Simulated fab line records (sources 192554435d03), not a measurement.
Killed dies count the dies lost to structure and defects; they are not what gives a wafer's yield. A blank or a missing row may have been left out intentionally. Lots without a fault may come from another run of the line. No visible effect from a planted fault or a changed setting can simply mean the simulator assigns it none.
A struck lot beside a sound one + flow n5Finfet + 15 out of 1938 route steps
Sound: the wafers L153.3, L153.4, L153.6. Struck: wafers L145.1, L145.2, L145.6. The cause is named last.
Order at every step that has rows: each side's tool, ch and its chambers, its first start. Under that, the readings that differ: sound wafers + struck wafers + difference of the means + sigmas: that difference in standard deviations of wafers without a fault.
alike: a reading whose means differ by less than 2 such deviations, as well as words and numbers matching on both sides. not compared: withheld readings; readings where some wafer has no value; bounds like >300 that might hide an equal value; numbers whose values overlap and for which the record gives no deviation.
A row with sigmas, a row that says differs or no value, or rows on one side alone: a step with any of these is where the two part. When numbers do not overlap yet have no deviation, they are printed without sigmas and do not part them. Lack of a reading on every wafer of one side parts them only where that side has two or more wafers.

N5_HKMG_FIN_CD_MEAS_12: target cd 92.8 nm.
  sound on cdSem-03 ch 0, day 7 13:31; struck on cdSem-03 ch 0, day 5 18:34
  alike: cdNm
N5_HKMG_FIN_OVL_MEAS_13:
  sound on overlay-01 ch 0, day 7 13:32; struck on overlay-02 ch 0, day 5 18:36
  alike: NWFM_OVL
N5_HKMG_FIN_INSPECT_14: inspects for defects (macro).
  sound on defectInspect-02, day 7 13:34; struck on defectInspect-02, day 5 18:37
  alike: rawDefectCount
N5_HKMG_FIN_DESCUM_17: chemistry O2, time 7.9 s.
  sound on rieDiel-04 ch 0,2, day 7 13:35; struck on rieDiel-05 ch 0,1,2, day 5 18:40
  alike: biasPowerW, drypumpMotorCurrentA, oesProductAu, rfVppV, showerheadPlenumPTorr, throttleValvePct
  not compared: rfHoursCounterH
N5_HKMG_FIN_ETCH_31: etches SiARC in CF4, target depth 45.5 nm, time 75.8 s.
  sound on rieDiel-04 ch 0,2, day 7 13:38; struck on rieDiel-05 ch 0,1,2, day 5 18:41
  alike: drypumpMotorCurrentA, etchRfOnTimeS, oesProductAu, rfVppV, showerheadPlenumPTorr, throttleValvePct
  not compared: rfHoursCounterH
N5_HKMG_FIN_ETCH_32: etches SOC in N2/H2, target depth 240 nm, time 300 s.
  sound on rieDiel-04 ch 0,2, day 7 13:41; struck on rieDiel-05 ch 0,1,2, day 5 18:45
  alike: drypumpMotorCurrentA, n2FlowSccm, oesProductAu, rfVppV, showerheadPlenumPTorr, throttleValvePct
  not compared: rfHoursCounterH
then, 2 steps without rows for these wafers: N5_HKMG_FIN_STRIP_33 (strips in N2/H2); N5_HKMG_FIN_STRIP_34 (strips in CF4).
N5_HKMG_FIN_ETCH_35: etches SOC in N2/H2, target depth 215.8 nm, time 243.4 s.
  sound on rieDiel-04 ch 0,2, day 7 13:53; struck on rieDiel-05 ch 0,1,2, day 5 18:58
  alike: drypumpMotorCurrentA, n2FlowSccm, oesProductAu, rfVppV, showerheadPlenumPTorr, throttleValvePct
  not compared: rfHoursCounterH
then, 2 steps without rows for these wafers: N5_HKMG_FIN_STRIP_92 (strips SOC in N2/H2, time 20 s); N5_HKMG_FIN_WET_ETCH_18 (etches TiN in SC1, time 55 s, target depth 5.2 nm, rinse time 30 s).
N5_HKMG_FIN_STRIP_19: strips in N2/H2, time 360 s.
  sound on plasmaAsher-02 ch 0,1, day 7 14:19; struck on plasmaAsher-02 ch 0,1, day 5 19:15
  alike: drypumpMotorCurrentA, heaterPowerW, n2FlowSccm
  not compared: rfHoursCounterH
N5_HKMG_FIN_ALD_91: deposits TiN, target thk 1 nm, pulse time 1 s, purge time 3 s.
  sound on aldMetal-04 ch 1,3, day 7 14:34; struck on aldMetal-03 ch 0,2, day 5 19:38
| reading          | sound       | struck      | difference | sigmas |
|------------------|-------------|-------------|------------|--------|
| aldCycles        | 47 47 47    | 51 51 51    | +4         |        |
| heaterPowerW (W) | 931 961 984 | 812 902 829 | -111       | -2     |
  alike: precursorPulseHeightRel, susceptorTempC
then, 2 steps without rows for these wafers: N5_HKMG_FIN_COAT_85 (time 60 s, resist thk 300 nm); N5_PASSIVATION_PROBE_49.

== WHERE THEY PART ==
N5_HKMG_FIN_ALD_91 only, going by this record.

WHY: what the simulator had put in
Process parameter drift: aldMetal-03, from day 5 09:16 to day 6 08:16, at N5_HKMG_FIN_ALD_91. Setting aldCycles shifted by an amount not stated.
